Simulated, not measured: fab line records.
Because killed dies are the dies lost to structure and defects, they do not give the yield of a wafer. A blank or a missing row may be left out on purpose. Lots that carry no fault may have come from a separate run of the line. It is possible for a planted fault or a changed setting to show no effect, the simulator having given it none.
Which of the tools did it? + flow n5-finfet + 27 wafers from 9 lots sampled at 5 of the route's 1938 steps

## WHAT THE GAUGES SHOWED, per wafer
N5_BEOL_M2_CD_MEAS_11 targets a cd of 16.79 nm.
| lot  | measured     | on        | cd-nm (nm)        |
|------|--------------|-----------|-------------------|
| L470 | day 6 13:58  | cd-sem-03 | 17.05 17.01 16.56 |
| L472 | day 7 22:10  | cd-sem-01 | 16.42 17.02 16.94 |
| L477 | day 9 20:08  | cd-sem-02 | 16.05 16.74 16.58 |
| L479 | day 10 16:00 | cd-sem-01 | 16.89 16.71 17.01 |
| L481 | day 11 04:52 | cd-sem-01 | 16.78 17.03 16.69 |
| L488 | day 12 20:47 | cd-sem-02 | 16.43 16.81 16.77 |
| L489 | day 13 02:07 | cd-sem-01 | 16.98 16.46 16.44 |
| L492 | day 14 04:21 | cd-sem-01 | 17.13 17.10 16.97 |
| L490 | day 14 05:07 | cd-sem-01 | 16.84 16.95 16.49 |

N5_BEOL_M4_RC_MEAS_101.
| lot  | measured     | on        | DIBL_N (mV/V)  | DIBL_P (mV/V)  | IOFF_N (nA/um)    | IOFF_P (nA/um)    | ION_N (uA/um) | ION_P (uA/um) | SS_N (mV/dec)  | SS_P (mV/dec)  | VT_N (mV)         | VT_P (mV)      |
|------|--------------|-----------|----------------|----------------|-------------------|-------------------|---------------|---------------|----------------|----------------|-------------------|----------------|
| L470 | day 8 15:49  | prober-02 | 38.6 36.6 37.1 | 36.2 34.8 34.5 | 0.178 0.144 0.149 | 0.225 0.207 0.197 | 683 665 679   | 463 460 463   | 71.8 71.2 72.2 | 73.7 73.2 72.9 | 247.0 249.8 249.5 | -252 -250 -252 |
| L472 | day 11 02:35 | prober-02 | 35.9 38.2 34.9 | 36.2 38.8 34.9 | 0.143 0.187 0.126 | 0.197 0.249 0.177 | 676 691 664   | 470 468 458   | 71.2 71.9 71.0 | 73.5 74.2 73.4 | 251.3 247.9 253.5 | -252 -249 -254 |
| L477 | day 11 14:50 | prober-02 | 36.9 36.6 36.5 | 37.8 37.4 37.5 | 0.162 0.155 0.156 | 0.189 0.180 0.176 | 680 667 682   | 459 454 460   | 71.5 71.3 71.9 | 73.0 74.0 72.5 | 250.4 251.2 250.6 | -253 -254 -256 |
| L479 | day 12 01:18 | prober-02 | 37.9 38.1 38.1 | 37.1 36.4 37.2 | 0.180 0.169 0.179 | 0.229 0.214 0.227 | 680 674 678   | 463 460 468   | 71.7 71.5 72.0 | 73.1 73.1 72.6 | 246.5 248.7 247.2 | -248 -249 -252 |
| L481 | day 12 23:46 | prober-02 | 35.7 36.7 36.8 | 35.1 35.9 36.9 | 0.158 0.175 0.188 | 0.179 0.192 0.210 | 681 680 689   | 454 455 463   | 71.3 71.9 72.1 | 73.0 73.6 73.7 | 252.5 246.2 249.9 | -254 -254 -250 |
| L488 | day 14 11:44 | prober-01 | 36.2 35.3 34.6 | 38.9 38.1 36.3 | 0.194 0.165 0.152 | 0.254 0.232 0.215 | 695 677 678   | 471 464 465   | 72.0 72.7 71.9 | 73.8 72.7 73.0 | 247.0 248.3 251.2 | -246 -248 -247 |
| L489 | day 14 12:09 | prober-02 | 38.8 36.4 38.4 | 39.4 36.0 38.4 | 0.225 0.173 0.204 | 0.302 0.244 0.288 | 700 682 687   | 475 471 479   | 72.1 71.6 71.8 | 74.0 72.6 74.0 | 243.9 246.0 246.0 | -244 -245 -244 |
| L492 | day 15 21:52 | prober-02 | 36.5 34.9 34.3 | 36.1 33.7 34.0 | 0.189 0.157 0.154 | 0.268 0.225 0.230 | 692 680 686   | 478 474 477   | 71.5 71.4 71.4 | 73.4 72.5 72.6 | 246.6 248.0 248.0 | -241 -245 -246 |
| L490 | day 16 04:32 | prober-01 | 38.0 37.1 36.0 | 36.7 35.6 34.9 | 0.167 0.155 0.138 | 0.214 0.203 0.189 | 674 677 672   | 462 465 464   | 72.0 71.5 71.7 | 74.3 72.9 73.1 | 246.7 248.8 250.6 | -249 -250 -249 |

## WHAT TOOL EACH LOT RAN ON (gives the tool, then ch and the chambers of the sampled wafers, and finally the start)
| lot  | N5_BEOL_M1_CO_CAP_55             | N5_BEOL_M2_ETCH_63                 | N5_BEOL_M2_STRIP_66                |
|------|----------------------------------|------------------------------------|------------------------------------|
| L470 | cvd-co-02 ch 0,1,2, day 6 13:10  | rie-diel-01 ch 0,1,3, day 6 14:17  | rie-diel-01 ch 0,1,3, day 6 14:27  |
| L472 | cvd-co-01 ch 0,1, day 7 01:31    | rie-diel-04 ch 0,2,3, day 7 22:23  | rie-diel-04 ch 0,2,3, day 7 22:33  |
| L477 | cvd-co-02 ch 0,1, day 8 20:11    | rie-diel-01 ch 0,3, day 9 20:49    | rie-diel-01 ch 0,3, day 9 20:58    |
| L479 | cvd-co-02 ch 0,1,2, day 10 14:31 | rie-diel-01 ch 0,1,3, day 10 16:11 | rie-diel-01 ch 0,1,3, day 10 16:20 |
| L481 | cvd-co-02 ch 0,2, day 11 02:39   | rie-diel-01 ch 0,2,3, day 11 05:56 | rie-diel-01 ch 0,2,3, day 11 06:06 |
| L488 | cvd-co-02 ch 0,1,2, day 12 19:57 | rie-diel-04 ch 1,2,3, day 12 20:57 | rie-diel-04 ch 1,2,3, day 12 21:07 |
| L489 | cvd-co-02 ch 0,1,2, day 12 22:49 | rie-diel-04 ch 0,1, day 13 02:22   | rie-diel-04 ch 0,1, day 13 02:32   |
| L492 | cvd-co-02 ch 0,1,2, day 14 02:18 | rie-diel-01 ch 1,2,3, day 14 04:43 | rie-diel-01 ch 1,2,3, day 14 04:52 |
| L490 | cvd-co-02 ch 1,2, day 14 03:13   | rie-diel-06 ch 0,2,3, day 14 05:42 | rie-diel-06 ch 0,2,3, day 14 05:52 |
- N5_BEOL_M1_CO_CAP_55: material Co, precursor CCTBA/H2, target thk 2 nm, time 102.1 s.
- N5_BEOL_M2_ETCH_63: etches SiARC in CF4, target depth 15.6 nm, time 26 s.
- N5_BEOL_M2_STRIP_66: strips in CF4.

## AS READ BY THE TOOLS THEMSELVES (means over the sampled wafers that have a number; for cases with no such wafer, the mark the record gives instead)
N5_BEOL_M1_CO_CAP_55.
| lot  | tool      | heater-power-w (W) |
|------|-----------|--------------------|
| L470 | cvd-co-02 | 237                |
| L472 | cvd-co-01 | 230                |
| L477 | cvd-co-02 | 262                |
| L479 | cvd-co-02 | 236                |
| L481 | cvd-co-02 | 215                |
| L488 | cvd-co-02 | 240                |
| L489 | cvd-co-02 | 236                |
| L492 | cvd-co-02 | 240                |
| L490 | cvd-co-02 | 252                |

N5_BEOL_M2_ETCH_63.
| lot  | tool        | drypump-motor-current-A (A) | etch-rf-on-time-s (s) | mfc-ar-sccm (sccm) | oes-product-au (a.u.) | rf-vpp-V (V) | showerhead-plenum-p-Torr (Torr) | throttle-valve-pct (%) |
|------|-------------|-----------------------------|-----------------------|--------------------|-----------------------|--------------|---------------------------------|------------------------|
| L470 | rie-diel-01 | 5.7                         | 25.63                 | 99.90              | 0.71                  | 184.7        | 2.19                            | 15.60                  |
| L472 | rie-diel-04 | 6.1                         | 25.78                 | 99.93              | 0.69                  | 185.7        | 2.23                            | 15.66                  |
| L477 | rie-diel-01 | 5.7                         | 25.88                 | 99.93              | 0.68                  | 184.5        | 2.18                            | 15.69                  |
| L479 | rie-diel-01 | 5.7                         | 20.02                 | 100.04             | 0.82                  | 184.0        | 2.18                            | 15.64                  |
| L481 | rie-diel-01 | 5.9                         | 22.70                 | 100.01             | 0.75                  | 184.3        | 2.16                            | 15.70                  |
| L488 | rie-diel-04 | 5.7                         | 26.22                 | 99.81              | 0.62                  | 185.0        | 2.18                            | 15.69                  |
| L489 | rie-diel-04 | 5.7                         | 25.65                 | 99.85              | 0.69                  | 185.7        | 2.18                            | 15.43                  |
| L492 | rie-diel-01 | 5.9                         | 25.56                 | 100.00             | 0.66                  | 184.2        | 2.12                            | 15.74                  |
| L490 | rie-diel-06 | 5.6                         | 25.88                 | 100.33             | 0.60                  | 183.9        | 2.15                            | 15.71                  |

N5_BEOL_M2_STRIP_66.
| lot  | tool        | drypump-motor-current-A (A) | oes-product-au (a.u.) | rf-vpp-V (V) | showerhead-plenum-p-Torr (Torr) | throttle-valve-pct (%) |
|------|-------------|-----------------------------|-----------------------|--------------|---------------------------------|------------------------|
| L470 | rie-diel-01 | 5.7                         | 0.82                  | 271.1        | 1.83                            | 13.55                  |
| L472 | rie-diel-04 | 6.1                         | 0.80                  | 272.3        | 1.87                            | 13.64                  |
| L477 | rie-diel-01 | 5.6                         | 0.78                  | 272.3        | 1.82                            | 13.65                  |
| L479 | rie-diel-01 | 5.7                         | 0.79                  | 271.9        | 1.82                            | 13.60                  |
| L481 | rie-diel-01 | 5.8                         | 0.79                  | 271.2        | 1.81                            | 13.65                  |
| L488 | rie-diel-04 | 5.7                         | 0.72                  | 271.6        | 1.83                            | 13.68                  |
| L489 | rie-diel-04 | 5.7                         | 0.79                  | 272.3        | 1.83                            | 13.43                  |
| L492 | rie-diel-01 | 5.9                         | 0.76                  | 270.8        | 1.77                            | 13.70                  |
| L490 | rie-diel-06 | 5.6                         | 0.70                  | 272.0        | 1.81                            | 13.72                  |

## THE ANSWER, worked out from the rows above alone
Rule: the usual values come from the lots themselves. The widest of any qualifying gaps counts: lots, ordered by their means at a reading, are off when they make up no more than a third of the lots, leave a main group of 4 or more, and stand apart from it by 3 or more times the standard deviation of that group's means. A main group is skipped when, at the precision printed for the reading in the tables above, its means are all equal. A lot without any number at a reading at which 4 lots or more have one is off too. The other lots that the step has rows for count as sound. Order of review: gauges by route order, followed by the tools' own readings, for which a lot's mean as printed above is used. The first step at which some lot is off is used, and at that step the reading that is off furthest; a lot without a number counts as furthest.
Off: L479, L481, at N5_BEOL_M2_ETCH_63 (etch-rf-on-time-s). For the main group the mean is 25.80 s and the standard deviation 0.21.
A tool fits if, at that step or a process step before it, it ran every lot that is off, and no sound lot after the first of them. Of those tried, none fits.

## WHAT THE SIMULATOR HAD PUT IN
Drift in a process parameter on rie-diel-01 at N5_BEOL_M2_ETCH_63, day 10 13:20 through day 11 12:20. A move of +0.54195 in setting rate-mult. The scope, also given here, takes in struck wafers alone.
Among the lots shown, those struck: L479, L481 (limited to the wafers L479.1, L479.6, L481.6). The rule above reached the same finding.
